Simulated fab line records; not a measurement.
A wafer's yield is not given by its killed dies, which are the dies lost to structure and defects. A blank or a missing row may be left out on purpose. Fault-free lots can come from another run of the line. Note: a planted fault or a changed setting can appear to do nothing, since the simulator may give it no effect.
Chamber matching :: flow n5 finfet :: N5_BEOL_M1_CMP_52 on cmp-03 has 4 sister chambers
The step polishes, stops on SiOC, t overpolish 6.8 s, target thk 40 nm. 15 wafers are shown with their chamber, then 7 later ones without.

## WAFERS PAIRED WITH THEIR CHAMBERS
wafer: L158.3
chamber: 3
motor current A (A): 6.4
time to endpoint s (s): 64
barrier field endpoint s (s): 25.1

wafer: L158.4
chamber: 1
motor current A (A): 5.2
time to endpoint s (s): 66
barrier field endpoint s (s): 26.0

wafer: L158.5
chamber: 2
motor current A (A): 5.4
time to endpoint s (s): 58
barrier field endpoint s (s): 24.8

wafer: L159.2
chamber: 2
motor current A (A): 5.5
time to endpoint s (s): 60
barrier field endpoint s (s): 24.6

wafer: L159.3
chamber: 1
motor current A (A): 5.4
time to endpoint s (s): 67
barrier field endpoint s (s): 25.7

wafer: L159.5
chamber: 3
motor current A (A): 6.1
time to endpoint s (s): 66
barrier field endpoint s (s): 26.1

wafer: L165.5
chamber: 2
motor current A (A): 5.4
time to endpoint s (s): 56
barrier field endpoint s (s): 24.4

wafer: L165.6
chamber: 1
motor current A (A): 5.2
time to endpoint s (s): 65
barrier field endpoint s (s): 25.6

wafer: L166.1
chamber: 2
motor current A (A): 5.5
time to endpoint s (s): 61
barrier field endpoint s (s): 24.2

wafer: L166.2
chamber: 3
motor current A (A): 6.3
time to endpoint s (s): 64
barrier field endpoint s (s): 24.5

wafer: L166.6
chamber: 0
motor current A (A): 5.4
time to endpoint s (s): 62
barrier field endpoint s (s): 24.9

wafer: L169.1
chamber: 1
motor current A (A): 5.3
time to endpoint s (s): 68
barrier field endpoint s (s): 25.3

wafer: L169.4
chamber: 0
motor current A (A): 5.6
time to endpoint s (s): 60
barrier field endpoint s (s): 24.2

wafer: L169.5
chamber: 3
motor current A (A): 6.3
time to endpoint s (s): 64
barrier field endpoint s (s): 24.9

wafer: L170.1
chamber: 1
motor current A (A): 5.6
time to endpoint s (s): 65
barrier field endpoint s (s): 24.4

SIGNATURES (means of the wafers above)
reading: motor current A
chamber 0: 5.500
chamber 1: 5.340
chamber 2: 5.450
chamber 3: 6.275
scatter within a chamber: 0.131

reading: time to endpoint s
chamber 0: 61.00
chamber 1: 66.20
chamber 2: 58.75
chamber 3: 64.50
scatter within a chamber: 1.55

reading: barrier field endpoint s
chamber 0: 24.550
chamber 1: 25.400
chamber 2: 24.500
chamber 3: 25.150
scatter within a chamber: 0.551
Rule: for a wafer and a chamber, the distance is found by dividing, reading by reading, the gap between the wafer's reading and the chamber's mean by the reading's scatter, squaring, summing and taking the root. If the next closest chamber is less than 2 further off than the closest, the wafer can't be placed; otherwise it belongs to the closest. The scatter: take each reading less its chamber's mean, square it, sum over the shown wafers, divide by the number of wafers less the number of chambers, and take the root.

## WAFERS MISSING THEIR CHAMBER
wafer: L170.4
motor current A (A): 6.5
time to endpoint s (s): 65
barrier field endpoint s (s): 25.3

wafer: L170.6
motor current A (A): 6.1
time to endpoint s (s): 64
barrier field endpoint s (s): 24.9

wafer: L179.2
motor current A (A): 6.2
time to endpoint s (s): 60
barrier field endpoint s (s): 24.6

wafer: L179.4
motor current A (A): 5.6
time to endpoint s (s): 58
barrier field endpoint s (s): 24.1

wafer: L179.5
motor current A (A): 5.5
time to endpoint s (s): 59
barrier field endpoint s (s): 24.6

wafer: L180.4
motor current A (A): 5.5
time to endpoint s (s): 62
barrier field endpoint s (s): 24.4

wafer: L180.6
motor current A (A): 5.3
time to endpoint s (s): 63
barrier field endpoint s (s): 24.6

## WHICH CHAMBER EACH ONE RAN IN
wafer: L170.4
from the rows above: 3
in truth: 3

wafer: L170.6
from the rows above: 3
in truth: 3

wafer: L179.2
from the rows above: 3
in truth: 3

wafer: L179.4
from the rows above: can't be placed: 2 or 0
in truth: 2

wafer: L179.5
from the rows above: can't be placed: 2 or 0
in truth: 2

wafer: L180.4
from the rows above: can't be placed: 0 or 2
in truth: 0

wafer: L180.6
from the rows above: can't be placed: 0 or 1 or 2
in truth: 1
Placed correctly: 3 of 7. These rows do not allow placing 4 (true chamber among the candidates in 4). 0 placed wrongly.
